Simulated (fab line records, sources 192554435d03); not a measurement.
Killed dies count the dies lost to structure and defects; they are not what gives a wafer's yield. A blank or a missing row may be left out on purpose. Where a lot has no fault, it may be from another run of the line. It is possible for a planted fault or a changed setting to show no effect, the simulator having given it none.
Split-lot study + flow n5Finfet + route with 1938 steps; 7 lots, 21 wafers read

## ABOUT THE SPLIT
At N5_BEOL_M2_EXPOSE_08 (exposes mask M2), the setting doseMj was moved away from the recipe's 41.25 on 7 of the 21 wafers read, by -7.4% to +7.1%. The other wafers ran this setting at the recipe's value.

## FROM SPLIT TO READING: 1 step shown by the file between the two
- N5_BEOL_M2_DESCUM_16: chemistry O2, time 7 s (also split here: timeS)

## THE READING
BEOL_M2.cdOffsetNm (the simulator's own value, which no gauge read), in nm, at N5_BEOL_M2_ETCH_74 (etches underlayer in N2/H2, target depth 6.5 nm, time 5.2 s). There is no usual value for it anywhere in the file. The 14 wafers here that ran the recipe average 0.0 nm, standard deviation 0.26 nm.

| wafer  | tool, chamber at the split | doseMj as run | against the recipe | BEOL_M2.cdOffsetNm, nm | against lot-mates on the recipe |
|--------|----------------------------|---------------|--------------------|------------------------|---------------------------------|
| L077.1 | euvScanner-02, 0           | 41.25         | recipe             | -0.4                   | -                               |
| L077.5 | euvScanner-02, 0           | 41.25         | recipe             | 0.2                    | -                               |
| L077.6 | euvScanner-02, 0           | 42.61         | +3.3%              | 0.6                    | +0.7                            |
| L080.1 | euvScanner-01, 0           | 41.25         | recipe             | 0                      | -                               |
| L080.3 | euvScanner-01, 0           | 38.18         | -7.4%              | -2                     | -1.8                            |
| L080.6 | euvScanner-01, 0           | 41.25         | recipe             | -0.4                   | -                               |
| L081.1 | euvScanner-02, 0           | 41.25         | recipe             | 0                      | -                               |
| L081.2 | euvScanner-02, 0           | 41.25         | recipe             | 0.2                    | -                               |
| L081.5 | euvScanner-02, 0           | 41.25         | recipe             | 0.2                    | -                               |
| L082.2 | euvScanner-02, 0           | 43.9          | +6.4%              | 1.2                    | +1.0                            |
| L082.3 | euvScanner-02, 0           | 43.9          | +6.4%              | 1                      | +0.8                            |
| L082.4 | euvScanner-02, 0           | 41.25         | recipe             | 0.2                    | -                               |
| L086.2 | euvScanner-01, 0           | 41.25         | recipe             | 0                      | -                               |
| L086.5 | euvScanner-01, 0           | 41.25         | recipe             | 0.6                    | -                               |
| L086.6 | euvScanner-01, 0           | 44.18         | +7.1%              | 1                      | +0.7                            |
| L091.3 | euvScanner-01, 0           | 41.25         | recipe             | 0.2                    | -                               |
| L091.4 | euvScanner-01, 0           | 41.25         | recipe             | -0.2                   | -                               |
| L091.6 | euvScanner-01, 0           | 41.25         | recipe             | 0                      | -                               |
| L093.2 | euvScanner-01, 0           | 41.25         | recipe             | -0.2                   | -                               |
| L093.3 | euvScanner-01, 0           | 40.15         | -2.7%              | -0.4                   | -0.2                            |
| L093.5 | euvScanner-01, 0           | 40.15         | -2.7%              | -0.6                   | -0.4                            |

FIT RESULTS
A straight line over all 21 wafers: BEOL_M2.cdOffsetNm changes by +0.193 nm for each +1% of doseMj; r = +0.92; the points scatter about the line by 0.28 nm.
The same after taking each lot's own level away (the mean of its wafers on the recipe; 21 wafers): +0.161 nm for each +1%; r = +0.90; scatter 0.25 nm.
On that fit, the largest move of doseMj shifts the reading by 1.2 nm.
The lots' own levels span -0.20 to 0.30 nm, that is 1.9 times the standard deviation above.
In other words, the slope is changed by the lot-to-lot level; the two fits disagree.
Check: with one of the wafers moved furthest among these (-7.4%) left out of the fit, the line predicts -0.933 nm for it against its lot-mates. It came out at -1.8 nm against them.

## FURTHER SPLITS ON THESE WAFERS
These wafers also went through other splits before the reading. Each is held against what the fit with the lots' levels taken away leaves over:
| other split on the same wafers | wafers away from the commonest value | r with BEOL_M2.cdOffsetNm (lot level and that fit taken away) |
|--------------------------------|--------------------------------------|---------------------------------------------------------------|
| N5_BEOL_M0_ETCH_138 biasW      | 8                                    | -0.25                                                         |
| N5_BEOL_M1_COAT_61 spinRpm     | 8                                    | +0.37                                                         |
| N5_BEOL_M1_COAT_62 spinRpm     | 6                                    | +0.06                                                         |
| N5_BEOL_M2_DESCUM_16 timeS     | 4                                    | +0.34                                                         |

## FILE'S OWN FIT
BEOL_M2.cdOffsetNm changes by +0.165 nm for each +1% of doseMj, r = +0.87.
